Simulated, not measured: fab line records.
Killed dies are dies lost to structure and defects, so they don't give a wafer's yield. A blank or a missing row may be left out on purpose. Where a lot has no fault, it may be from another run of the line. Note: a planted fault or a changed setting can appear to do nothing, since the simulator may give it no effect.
Split-lot study | flow n5_finfet | 7 lots, 39 wafers read, on a route of 1938 steps

THE SPLIT ITSELF
At N5_HKMG_FIN_ETCH_31 (etches SiARC in CF4, target depth 45.5 nm, time 75.8 s), the setting bias_w was moved away from the recipe's 36 W on 9 of the 39 wafers read, by -14.1% to +11.1%. For the rest of the wafers, this setting stayed at what the recipe calls for.

The split's own step is where the reading is taken.

THE READING
rf_vpp_V, in V, at N5_HKMG_FIN_ETCH_31 (etches SiARC in CF4, target depth 45.5 nm, time 75.8 s). Typical for fault-free wafers on this fab line: 184.2 V, with standard deviation 1.1 V.

wafer  | tool, chamber at the split | bias_w as run, W | against the recipe | rf_vpp_V, V | against lot-mates on the recipe
L081.1 | rie_diel-04, 2             | 40               | +11.1%             | 197.8       | +13.6
L081.2 | rie_diel-04, 0             | 40               | +11.1%             | 197.3       | +13.1
L081.3 | rie_diel-04, 3             | 36               | recipe             | 183.8       | -
L081.4 | rie_diel-04, 1             | 36               | recipe             | 183.7       | -
L081.5 | rie_diel-04, 0             | 40               | +11.1%             | 195.9       | +11.7
L081.6 | rie_diel-04, 3             | 36               | recipe             | 185.1       | -
L082.1 | rie_diel-01, 3             | 30.94            | -14.1%             | 167.6       | -16.1
L082.2 | rie_diel-01, 2             | 36               | recipe             | 185.0       | -
L082.3 | rie_diel-01, 0             | 30.94            | -14.1%             | 165.6       | -18.1
L082.4 | rie_diel-01, 0             | 36               | recipe             | 183.1       | -
L082.5 | rie_diel-01, 3             | 30.94            | -14.1%             | 166.9       | -16.8
L082.6 | rie_diel-01, 2             | 36               | recipe             | 183.0       | -
L083.1 | rie_diel-02, 2             | 36               | recipe             | 184.4       | -
L083.2 | rie_diel-02, 1             | 36               | recipe             | 184.0       | -
L083.3 | rie_diel-02, 0             | 37.76            | +4.9%              | 189.7       | +4.9
L083.4 | rie_diel-02, 3             | 37.76            | +4.9%              | 189.8       | +5.0
L083.5 | rie_diel-02, 3             | 36               | recipe             | 185.9       | -
L083.6 | rie_diel-02, 2             | 37.76            | +4.9%              | 190.4       | +5.6
L086.4 | rie_diel-01, 3             | 36               | recipe             | 185.6       | -
L086.5 | rie_diel-01, 1             | 36               | recipe             | 183.4       | -
L086.6 | rie_diel-01, 0             | 36               | recipe             | 183.1       | -
L089.1 | rie_diel-04, 3             | 36               | recipe             | 181.7       | -
L089.2 | rie_diel-04, 2             | 36               | recipe             | 184.6       | -
L089.3 | rie_diel-04, 0             | 36               | recipe             | 186.1       | -
L089.4 | rie_diel-04, 1             | 36               | recipe             | 184.9       | -
L089.5 | rie_diel-04, 0             | 36               | recipe             | 184.3       | -
L089.6 | rie_diel-04, 1             | 36               | recipe             | 182.5       | -
L094.1 | rie_diel-02, 2             | 36               | recipe             | 185.4       | -
L094.2 | rie_diel-02, 0             | 36               | recipe             | 185.9       | -
L094.3 | rie_diel-02, 1             | 36               | recipe             | 183.6       | -
L094.4 | rie_diel-02, 3             | 36               | recipe             | 185.5       | -
L094.5 | rie_diel-02, 3             | 36               | recipe             | 185.3       | -
L094.6 | rie_diel-02, 0             | 36               | recipe             | 184.1       | -
L096.1 | rie_diel-02, 0             | 36               | recipe             | 183.5       | -
L096.2 | rie_diel-02, 2             | 36               | recipe             | 184.3       | -
L096.3 | rie_diel-02, 3             | 36               | recipe             | 185.0       | -
L096.4 | rie_diel-02, 1             | 36               | recipe             | 184.0       | -
L096.5 | rie_diel-02, 2             | 36               | recipe             | 184.1       | -
L096.6 | rie_diel-02, 1             | 36               | recipe             | 183.5       | -

FIT RESULTS
A straight line over all 39 wafers: rf_vpp_V changes by +1.21 V for each +1% of bias_w; r = +0.99; the points scatter about the line by 1 V.
The same after taking each lot's own level away (the mean of its wafers on the recipe; 39 wafers): +1.18 V for each +1%; r = +0.99; scatter 0.96 V.
Per that fit: largest bias_w move, reading shift of 17 V.
Measured against the standard deviation above, the lots' own levels, which go from 183.70 to 184.97 V, span 1.2 times it.
The two slopes are in agreement: the lot-to-lot level therefore moves the slope only a little.
Check: -16.8 V against its lot-mates is what the line predicts for one of the wafers moved furthest among these (-14.1%) when that wafer is left out of the fit. It came out at -16.1 V against them.
Tool readings at the split's step, against how far the setting was moved: rf_vpp_V r = +0.99.

THESE WAFERS: OTHER SPLITS
These wafers also went through other splits before the reading. Each is held against what the fit with the lots' levels taken away leaves over:
other split on the same wafers       | wafers away from the commonest value | r with rf_vpp_V (lot level and that fit taken away)
N5_SD_EPI_N_EPI_21 epi_growth_time_s | 15                                   | -0.18
N5_HKMG_FIN_ETCH_58 bias_w           | 15                                   | +0.04
N5_HKMG_FIN_EXPOSE_09 dose_mj        | 15                                   | -0.10

FILE'S OWN FIT
rf_vpp_V changes by +1.18 V for each +1% of bias_w, r = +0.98.
